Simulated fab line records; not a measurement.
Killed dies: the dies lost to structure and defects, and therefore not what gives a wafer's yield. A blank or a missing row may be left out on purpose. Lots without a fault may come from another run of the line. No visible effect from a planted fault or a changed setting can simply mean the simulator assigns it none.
fab line records	flow n5Finfet	part 1 of 2: steps 1 to 4 of 6
record: lots: 24	wafers: 72	lastDay: 18
route steps=1938 shown BEOL_M7@1296
lots that met no fault: from a run of the same line without faults
startH: start of the lot's first displayed wafer, in hours after the record's first day	waitH: how many hours have passed since the lot's step before this one	" the same as in the row above	L1.1+2: one row covering several wafers at once	- no value present, or no start provided	* or withheld: withheld	< > ~ a bound
route shown NAME@n: NAME is a module with steps in the file, n the number in the route of the first one	usual: average and standard deviation across the fault-free wafers	same: alike in all rows	chamber/n: place in a boat	sites: readings site by site	_std_site: standard deviation across them	_edge_site: inner sites' mean taken away from outer sites' mean	radiusMm: how far each site lies from the wafer's centre	mask NAME#n: copy n	behind: the tool/chamber that last shaped the wafer	hold: what put the lot on hold/how long, in hours/how the hold closed	device: transistor that didn't switch, given as n, p or np	end of line: at the end of the route, the tests of the same wafers	a step without rows: its recipe alone	killed: the dies lost at the first sort to structure and to defects; this is not the yield of the wafer	map: per-die view of a wafer (x killed, . not killed, _ where there is no die)
set.NAME: the setting that was run; set.NAME@STEP: the one run at that earlier step	model.NAME: the simulator's own value behind a step, which no gauge read
route steps across a sampled set of lots; one table per step, one row per wafer
services: the hour from which a tool's chamber was out of use, counted from the record's first day as startH (under 0 if before that day), plus the number of hours and why
== steps ==
step: N5_BEOL_M7_CD_MEAS_28
recipe: targetCdNm: 40	landingEnergyEv: 500	detector: seInlens
usual: cdNm: 39.96/0.26
lot.wafer	tool	chamber	startH	waitH	cdNm
L074.3	cdSem-01	0	189.88	-	40.04
L074.4	"	0	"	"	39.39
L074.5	"	0	"	"	39.69
L076.4	cdSem-01	0	202.21	-	39.69
L076.5	"	0	"	"	39.72
L076.6	"	0	"	"	39.93
L077.2	cdSem-03	0	208.55	-	39.66
L077.3	"	0	"	"	39.84
L077.4	"	0	"	"	40.03
L079.4	cdSem-01	0	211.15	-	40.46
L079.5	"	0	"	"	39.94
L079.6	"	0	"	"	40.44
L078.2	cdSem-02	0	213.10	-	39.60
L078.4	"	0	"	"	39.96
L078.6	"	0	"	"	40.39
L075.2	cdSem-01	0	216.68	-	39.82
L075.5	"	0	"	"	40.11
L075.6	"	0	"	"	39.65
L080.2	cdSem-03	0	231.29	-	40.29
L080.5	"	0	"	"	40.25
L080.6	"	0	"	"	40.30
L081.2	cdSem-03	0	239.31	-	40.09
L081.3	"	0	"	"	39.49
L081.5	"	0	"	"	40.32
L082.2	cdSem-03	0	258.33	-	40.03
L082.4	"	0	"	"	40.45
L082.5	"	0	"	"	40.06
L084.1	cdSem-02	0	266.58	-	39.67
L084.5	"	0	"	"	39.95
L084.6	"	0	"	"	39.94
L083.2	cdSem-03	0	266.63	-	39.56
L083.3	"	0	"	"	39.99
L083.6	"	0	"	"	39.60
L086.2	cdSem-02	0	269.85	-	39.85
L086.3	"	0	"	"	40.01
L086.5	"	0	"	"	39.72
L085.3	cdSem-03	0	272.65	-	39.83
L085.4	"	0	"	"	40.35
L085.5	"	0	"	"	40.12
L087.3	cdSem-01	0	285.91	-	39.72
L087.5	"	0	"	"	40.26
L087.6	"	0	"	"	39.72
L088.1	cdSem-02	0	286.00	-	39.83
L088.2	"	0	"	"	39.94
L088.3	"	0	"	"	39.65
L089.1	cdSem-03	0	293.86	-	39.45
L089.3	"	0	"	"	40.13
L089.6	"	0	"	"	40.19
L091.1	cdSem-02	0	297.53	-	39.90
L091.3	"	0	"	"	40.04
L091.4	"	0	"	"	40.21
L090.2	cdSem-02	0	302.50	-	39.91
L090.3	"	0	"	"	39.61
L090.6	"	0	"	"	39.91
L092.1	cdSem-03	0	309.13	-	39.89
L092.3	"	0	"	"	40.21
L092.6	"	0	"	"	40.04
L093.1	cdSem-01	0	315.09	-	39.89
L093.3	"	0	"	"	39.61
L093.6	"	0	"	"	40.06
L094.2	cdSem-01	0	318.07	-	40.15
L094.3	"	0	"	"	39.72
L094.6	"	0	"	"	40.23
L096.1	cdSem-01	0	333.55	-	40.25
L096.3	"	0	"	"	40.13
L096.4	"	0	"	"	40.18
L095.1	cdSem-01	0	333.72	-	39.87
L095.2	"	0	"	"	40.08
L095.5	"	0	"	"	40.38
L097.1	cdSem-01	0	343.28	-	39.89
L097.2	"	0	"	"	40.14
L097.5	"	0	"	"	40.22
step: N5_BEOL_M7_OVL_MEAS_29
recipe: pointsPerWafer: 522
usual: V6_OVL: -0.1/0.58
same: pointsPerWafer: 522
lot.wafer	tool	chamber	startH	waitH	V6_OVL[nm]
L074.3	overlay-02	0	189.92	0.0	-0.2
L074.4	"	0	"	"	0.3
L074.5	"	0	"	"	0.2
L076.4	overlay-02	0	202.26	0.0	-0.2
L076.5	"	0	"	"	-0.4
L076.6	"	0	"	"	-0.3
L077.2	overlay-01	0	208.59	0.0	0.2
L077.3	"	0	"	"	-0.7
L077.4	"	0	"	"	-0.3
L079.4	overlay-02	0	211.19	0.0	-0.5
L079.5	"	0	"	"	-0.9
L079.6	"	0	"	"	0.4
L078.2	overlay-01	0	213.13	0.0	0.2
L078.4	"	0	"	"	-0.8
L078.6	"	0	"	"	-0.4
L075.2	overlay-01	0	216.72	0.0	-0.2
L075.5	"	0	"	"	-0.3
L075.6	"	0	"	"	-0.3
L080.2	overlay-01	0	231.32	0.0	-0.6
L080.5	"	0	"	"	0.9
L080.6	"	0	"	"	0.2
L081.2	overlay-02	0	239.35	0.0	0.6
L081.3	"	0	"	"	0.4
L081.5	"	0	"	"	-0.2
L082.2	overlay-02	0	258.36	0.0	-0.4
L082.4	"	0	"	"	-0.5
L082.5	"	0	"	"	-0.2
L084.1	overlay-01	0	266.61	0.0	-0.4
L084.5	"	0	"	"	-0.6
L084.6	"	0	"	"	-0.9
L083.2	overlay-01	0	266.69	0.1	-0.1
L083.3	"	0	"	"	0.1
L083.6	"	0	"	"	0.6
L086.2	overlay-01	0	269.88	0.0	0.4
L086.3	"	0	"	"	0.1
L086.5	"	0	"	"	0.8
L085.3	overlay-02	0	272.69	0.0	-0.4
L085.4	"	0	"	"	1.0
L085.5	"	0	"	"	-0.4
L087.3	overlay-01	0	285.95	0.0	0.5
L087.5	"	0	"	"	0.0
L087.6	"	0	"	"	0.7
L088.1	overlay-02	0	286.03	0.0	-0.9
L088.2	"	0	"	"	-0.8
L088.3	"	0	"	"	-0.7
L089.1	overlay-02	0	293.89	0.0	0.6
L089.3	"	0	"	"	0.5
L089.6	"	0	"	"	-0.4
L091.1	overlay-01	0	297.56	0.0	-0.5
L091.3	"	0	"	"	0.2
L091.4	"	0	"	"	0.1
L090.2	overlay-01	0	302.53	0.0	0.6
L090.3	"	0	"	"	0.4
L090.6	"	0	"	"	0.6
L092.1	overlay-01	0	309.16	0.0	-1.0
L092.3	"	0	"	"	-0.6
L092.6	"	0	"	"	-1.6
L093.1	overlay-02	0	315.12	0.0	0.2
L093.3	"	0	"	"	0.2
L093.6	"	0	"	"	0.7
L094.2	overlay-02	0	318.10	0.0	0.0
L094.3	"	0	"	"	0.3
L094.6	"	0	"	"	0.0
L096.1	overlay-01	0	333.58	0.0	-0.7
L096.3	"	0	"	"	0.7
L096.4	"	0	"	"	-0.4
L095.1	overlay-02	0	333.75	0.0	-0.4
L095.2	"	0	"	"	-1.2
L095.5	"	0	"	"	0.1
L097.1	overlay-02	0	343.31	0.0	-0.8
L097.2	"	0	"	"	-1.4
L097.5	"	0	"	"	-1.1
step: N5_BEOL_M7_ETCH_72
recipe: chemistry: N2/H2	target: underlayer	targetDepthA: 65	maskMaterial: CAR-EUV	timeS: 5.2	ionEnergyEv: 200	pressureMtorr: 30	sourceW: 840	biasW: 150	n2FlowSccm: 200	h2FlowSccm: 200	ends: cleared
usual: drypumpMotorCurrentA: 5.4/0.43	etchRfOnTimeS: 5.18/0.12	oesProductAu: 0.66/0.07	rfVppV: 522.9/2.7	showerheadPlenumPTorr: 2.51/0.073	throttleValvePct: 18.00/0.2
lot.wafer	tool	chamber	startH	waitH	drypumpMotorCurrentA	etchRfOnTimeS	oesProductAu	rfHoursCounterH	rfVppV	showerheadPlenumPTorr	throttleValvePct
L074.3	rieDiel-06	0	190.03	0.0	6.4	5.25	0.67	84	525.8	2.57	17.64
L074.4	"	3	"	"	5.0	5.17	0.82	13	524.7	2.60	17.48
L074.5	"	2	"	"	5.7	5.28	0.60	-	524.5	2.50	17.79
L076.4	rieDiel-03	3	202.37	0.0	5.7	5.35	0.63	-	519.9	2.44	18.17
L076.5	"	1	"	"	5.5	5.26	0.61	-	522.9	2.53	17.90
L076.6	"	2	"	"	5.2	5.29	0.61	-	526.5	2.64	18.10
L077.2	rieDiel-04	1	208.71	0.0	5.5	5.06	0.83	9	525.0	2.59	18.08
L077.3	"	0	"	"	6.0	5.07	0.68	131	521.1	2.46	17.96
L077.4	"	2	"	"	4.9	5.28	0.74	39	522.4	2.49	17.65
L079.4	rieDiel-06	3	211.30	0.0	5.1	5.21	0.79	18	526.1	2.60	17.54
L079.5	"	0	"	"	6.4	5.33	0.67	-	525.5	2.57	17.65
L079.6	"	3	"	"	5.0	5.23	0.78	-	526.7	2.60	17.50
L078.2	rieDiel-03	3	213.53	0.0	5.7	5.38	0.63	165	519.3	2.44	18.20
L078.4	"	2	"	"	5.2	5.22	0.61	186	525.5	2.64	18.09
L078.6	"	1	"	"	5.6	5.26	0.62	-	523.5	2.53	17.91
L075.2	rieDiel-04	1	216.84	0.0	5.5	5.01	0.82	13	525.7	2.59	18.11
L075.5	"	3	"	"	4.9	5.01	0.62	-	524.6	2.52	18.01
L075.6	"	0	"	"	6.0	5.06	0.68	-	520.3	2.46	18.00
L080.2	rieDiel-04	2	231.67	0.0	4.9	5.32	0.73	48	521.8	2.49	17.67
L080.5	"	2	"	"	4.8	5.25	0.73	-	522.3	2.49	17.64
L080.6	"	1	"	"	5.5	5.04	0.81	-	522.2	2.59	18.13
L081.2	rieDiel-04	0	239.62	0.0	6.0	5.12	0.67	142	523.2	2.45	17.99
L081.3	"	2	"	"	4.8	5.19	0.74	49	522.1	2.48	17.65
L081.5	"	2	"	"	4.9	5.29	0.73	-	523.1	2.49	17.66
L082.2	rieDiel-04	3	258.56	0.0	4.9	5.01	0.60	218	524.5	2.52	18.02
L082.4	"	1	"	"	5.5	5.01	0.79	26	526.0	2.58	18.13
L082.5	"	3	"	"	4.9	5.08	0.61	-	521.2	2.52	18.03
L084.1	rieDiel-04	2	267.48	0.0	4.9	5.24	0.72	58	524.0	2.48	17.69
L084.5	"	1	"	"	5.5	5.07	0.77	-	525.4	2.58	18.17
L084.6	"	2	"	"	4.9	5.30	0.72	-	524.7	2.48	17.66
L083.2	rieDiel-03	0	267.49	0.0	5.7	5.34	0.62	160	515.0	2.35	18.08
L083.3	"	2	"	"	5.2	5.28	0.60	201	526.2	2.63	18.11
L083.6	"	1	"	"	5.6	5.21	0.61	-	525.9	2.52	17.94
L086.2	rieDiel-03	0	270.00	0.0	5.7	5.39	0.61	161	516.0	2.35	18.11
L086.3	"	3	"	"	5.7	5.36	0.62	181	520.1	2.43	18.22
L086.5	"	1	"	"	5.6	5.21	0.60	-	523.5	2.52	17.97
L085.3	rieDiel-04	3	273.10	0.0	4.9	5.05	0.60	223	524.1	2.51	18.04
L085.4	"	0	"	"	6.0	5.16	0.66	152	521.0	2.45	18.00
L085.5	"	2	"	"	4.9	5.30	0.71	-	522.8	2.48	17.67
L087.3	rieDiel-03	3	286.21	0.0	5.7	5.33	0.60	188	520.6	2.43	18.23
L087.5	"	1	"	"	5.6	5.26	0.58	-	523.1	2.52	17.95
L087.6	"	2	"	"	5.2	5.26	0.59	-	523.8	2.63	18.16
L088.1	rieDiel-04	1	286.60	0.0	5.5	5.06	0.77	37	527.3	2.58	18.17
L088.2	"	0	"	"	6.0	5.12	0.68	157	521.3	2.45	18.02
L088.3	"	2	"	"	4.9	5.22	0.71	66	521.4	2.48	17.68
L089.1	rieDiel-04	3	295.03	0.0	4.9	5.02	0.60	231	522.6	2.51	18.02
L089.3	"	0	"	"	6.0	5.07	0.66	161	519.9	2.45	18.03
L089.6	"	1	"	"	5.5	5.03	0.77	-	525.7	2.58	18.17
L091.1	rieDiel-04	3	298.27	0.0	4.9	5.08	0.60	232	521.0	2.51	18.04
L091.3	"	2	"	"	4.8	5.36	0.70	72	522.1	2.48	17.69
L091.4	"	1	"	"	5.5	5.15	0.76	43	525.4	2.58	18.15
L090.2	rieDiel-04	3	302.76	0.0	4.9	5.15	0.59	234	525.3	2.51	18.04
L090.3	"	0	"	"	6.0	5.12	0.65	164	521.7	2.45	18.06
L090.6	"	1	"	"	5.5	5.08	0.76	-	524.2	2.58	18.15
L092.1	rieDiel-04	3	309.78	0.0	4.9	4.97	0.59	237	523.5	2.51	18.05
L092.3	"	1	"	"	5.5	5.01	0.76	47	523.9	2.57	18.18
L092.6	"	0	"	"	6.0	5.11	0.66	-	517.7	2.44	18.05
L093.1	rieDiel-04	2	315.66	0.0	4.8	5.26	0.71	79	520.2	2.47	17.72
L093.3	"	0	"	"	6.0	5.04	0.66	170	521.3	2.44	18.06
L093.6	"	3	"	"	5.0	5.03	0.59	-	523.3	2.51	18.06
L094.2	rieDiel-04	1	318.22	0.0	5.5	4.99	0.76	51	524.3	2.57	18.18
L094.3	"	3	"	"	4.9	5.02	0.59	241	523.3	2.51	18.05
L094.6	"	3	"	"	4.9	5.03	0.60	-	521.0	2.51	18.05
L096.1	rieDiel-03	1	335.32	0.0	5.6	5.25	0.58	247	521.6	2.51	17.98
L096.3	"	3	"	"	5.7	5.30	0.60	211	519.6	2.42	18.25
L096.4	"	2	"	"	5.2	5.21	0.59	230	524.2	2.62	18.17
L095.1	rieDiel-03	0	335.72	0.0	5.7	5.29	0.61	190	517.5	2.33	18.15
L095.2	"	2	"	"	5.2	5.21	0.59	230	526.7	2.62	18.18
L095.5	"	2	"	"	5.2	5.20	0.59	-	526.4	2.62	18.22
L097.1	rieDiel-03	3	343.57	0.0	5.7	5.36	0.60	214	521.4	2.41	18.27
L097.2	"	0	"	"	5.7	5.38	0.59	193	519.4	2.33	18.17
L097.5	"	2	"	"	5.2	5.33	0.58	-	527.3	2.62	18.19
step: N5_BEOL_M7_ETCH_65
recipe: chemistry: CF4	target: SiARC	targetDepthA: 156	maskMaterial: CAR-EUV	timeS: 26	ionEnergyEv: 80	pressureMtorr: 40	sourceW: 545	biasW: 36	Ar_flow_sccm: 100	cf4FlowSccm: 100	ends: cleared
usual: drypumpMotorCurrentA: 5.4/0.43	etchRfOnTimeS: 25.9/0.56	oesProductAu: 0.66/0.071	rfVppV: 183.6/1.2	showerheadPlenumPTorr: 2.11/0.064	throttleValvePct: 15.73/0.23
lot.wafer	tool	chamber	startH	waitH	drypumpMotorCurrentA	etchRfOnTimeS	oesProductAu	rfHoursCounterH	rfVppV	showerheadPlenumPTorr	throttleValvePct
L074.3	rieDiel-06	0	190.05	0.0	6.4	26.3	0.67	84	183.6	2.15	15.30
L074.4	"	3	"	"	5.0	25.7	0.81	13	185.4	2.17	15.23
L074.5	"	2	"	"	5.6	26.7	0.59	-	183.6	2.13	15.72
L076.4	rieDiel-03	3	202.39	0.0	5.7	26.5	0.64	-	181.8	2.06	16.04
L076.5	"	1	"	"	5.6	26.2	0.61	-	183.3	2.11	15.52
L076.6	"	2	"	"	5.2	26.3	0.61	-	185.5	2.23	15.87
L077.2	rieDiel-04	1	208.72	0.0	5.5	24.7	0.84	9	184.7	2.19	15.76
L077.3	"	0	"	"	6.0	25.3	0.69	131	182.9	2.06	15.66
L077.4	"	2	"	"	4.8	25.7	0.75	39	184.8	2.09	15.34
L079.4	rieDiel-06	3	211.31	0.0	5.0	26.1	0.79	18	184.3	2.17	15.23
L079.5	"	0	"	"	6.4	26.8	0.66	-	183.8	2.15	15.34
L079.6	"	3	"	"	5.0	26.1	0.79	-	185.9	2.17	15.23
L078.2	rieDiel-03	3	213.54	0.0	5.7	26.7	0.63	165	182.7	2.05	16.03
L078.4	"	2	"	"	5.1	26.1	0.61	186	185.3	2.22	15.89
L078.6	"	1	"	"	5.5	26.3	0.60	-	182.2	2.11	15.54
L075.2	rieDiel-04	1	216.85	0.0	5.5	25.1	0.82	13	185.0	2.19	15.79
L075.5	"	3	"	"	4.9	25.0	0.61	-	183.5	2.13	15.87
L075.6	"	0	"	"	6.0	25.7	0.68	-	183.4	2.06	15.69
L080.2	rieDiel-04	2	231.69	0.0	4.9	26.0	0.74	48	182.8	2.09	15.39
L080.5	"	2	"	"	4.9	25.9	0.74	-	183.4	2.09	15.36
L080.6	"	1	"	"	5.5	25.2	0.80	-	183.6	2.19	15.80
L081.2	rieDiel-04	0	239.64	0.0	6.0	26.2	0.66	142	185.0	2.06	15.71
L081.3	"	2	"	"	4.8	26.2	0.73	49	184.5	2.09	15.37
L081.5	"	2	"	"	4.9	26.5	0.73	-	183.1	2.09	15.37
L082.2	rieDiel-04	3	258.58	0.0	5.0	25.4	0.61	218	184.5	2.13	15.87
L082.4	"	1	"	"	5.5	25.2	0.79	26	183.6	2.19	15.82
L082.5	"	3	"	"	4.9	25.2	0.61	-	185.0	2.13	15.88
L084.1	rieDiel-04	2	267.50	0.0	4.8	26.1	0.72	58	183.1	2.09	15.38
L084.5	"	1	"	"	5.5	25.2	0.79	-	184.2	2.19	15.83
L084.6	"	2	"	"	4.8	26.1	0.72	-	182.2	2.09	15.39
L083.2	rieDiel-03	0	267.51	0.0	5.7	27.0	0.62	160	184.6	1.98	15.71
L083.3	"	2	"	"	5.2	26.5	0.60	201	184.9	2.22	15.91
L083.6	"	1	"	"	5.6	26.1	0.60	-	184.6	2.10	15.56
L086.2	rieDiel-03	0	270.02	0.0	5.7	26.6	0.62	161	182.8	1.97	15.71
L086.3	"	3	"	"	5.7	26.4	0.62	181	183.9	2.05	16.08
L086.5	"	1	"	"	5.6	26.0	0.60	-	185.0	2.10	15.56
L085.3	rieDiel-04	3	273.12	0.0	4.9	25.1	0.60	223	181.2	2.12	15.90
L085.4	"	0	"	"	6.0	25.6	0.67	152	181.8	2.05	15.72
L085.5	"	2	"	"	4.8	26.2	0.72	-	182.8	2.09	15.39
L087.3	rieDiel-03	3	286.23	0.0	5.7	26.8	0.61	188	183.6	2.05	16.10
L087.5	"	1	"	"	5.6	26.4	0.59	-	183.0	2.10	15.58
L087.6	"	2	"	"	5.2	26.2	0.60	-	185.0	2.22	15.93
L088.1	rieDiel-04	1	286.62	0.0	5.5	25.7	0.78	37	184.5	2.18	15.83
L088.2	"	0	"	"	6.0	25.7	0.66	157	181.8	2.05	15.72
L088.3	"	2	"	"	4.8	26.4	0.71	66	183.6	2.08	15.40
L089.1	rieDiel-04	3	295.04	0.0	4.9	25.3	0.60	231	183.7	2.12	15.90
L089.3	"	0	"	"	6.0	26.1	0.65	161	182.5	2.05	15.74
L089.6	"	1	"	"	5.5	25.9	0.76	-	183.7	2.18	15.84
L091.1	rieDiel-04	3	298.28	0.0	4.9	25.2	0.59	232	185.1	2.12	15.90
L091.3	"	2	"	"	4.9	26.3	0.71	72	183.1	2.08	15.43
L091.4	"	1	"	"	5.5	25.4	0.76	43	184.3	2.18	15.84
L090.2	rieDiel-04	3	302.78	0.0	4.9	24.7	0.60	235	185.0	2.12	15.92
L090.3	"	0	"	"	6.0	25.6	0.66	164	183.1	2.05	15.74
L090.6	"	1	"	"	5.5	25.1	0.77	-	184.2	2.18	15.84
L092.1	rieDiel-04	3	309.80	0.0	4.9	25.4	0.59	237	182.0	2.12	15.90
L092.3	"	1	"	"	5.5	25.4	0.76	47	185.1	2.18	15.82
L092.6	"	0	"	"	6.1	25.7	0.66	-	182.9	2.05	15.74
L093.1	rieDiel-04	2	315.68	0.0	4.9	26.2	0.70	79	182.5	2.08	15.43
L093.3	"	0	"	"	6.0	25.5	0.66	170	183.4	2.05	15.73
L093.6	"	3	"	"	4.9	25.1	0.59	-	182.9	2.12	15.90
L094.2	rieDiel-04	1	318.24	0.0	5.5	25.4	0.75	51	183.9	2.18	15.86
L094.3	"	3	"	"	4.9	25.5	0.58	241	183.3	2.12	15.93
L094.6	"	3	"	"	4.9	25.5	0.59	-	182.9	2.12	15.91
L096.1	rieDiel-03	1	335.33	0.0	5.6	26.4	0.58	247	183.3	2.09	15.63
L096.3	"	3	"	"	5.7	26.4	0.60	211	180.4	2.04	16.12
L096.4	"	2	"	"	5.1	26.3	0.59	230	184.7	2.21	15.98
L095.1	rieDiel-03	0	335.73	0.0	5.7	26.6	0.60	190	180.8	1.97	15.74
L095.2	"	2	"	"	5.1	26.4	0.58	230	185.6	2.21	15.97
L095.5	"	2	"	"	5.1	26.2	0.59	-	185.9	2.21	15.98
L097.1	rieDiel-03	3	343.58	0.0	5.7	26.5	0.60	214	181.8	2.04	16.15
L097.2	"	0	"	"	5.7	26.7	0.60	193	181.9	1.97	15.77
L097.5	"	2	"	"	5.1	26.2	0.58	-	183.6	2.21	15.95
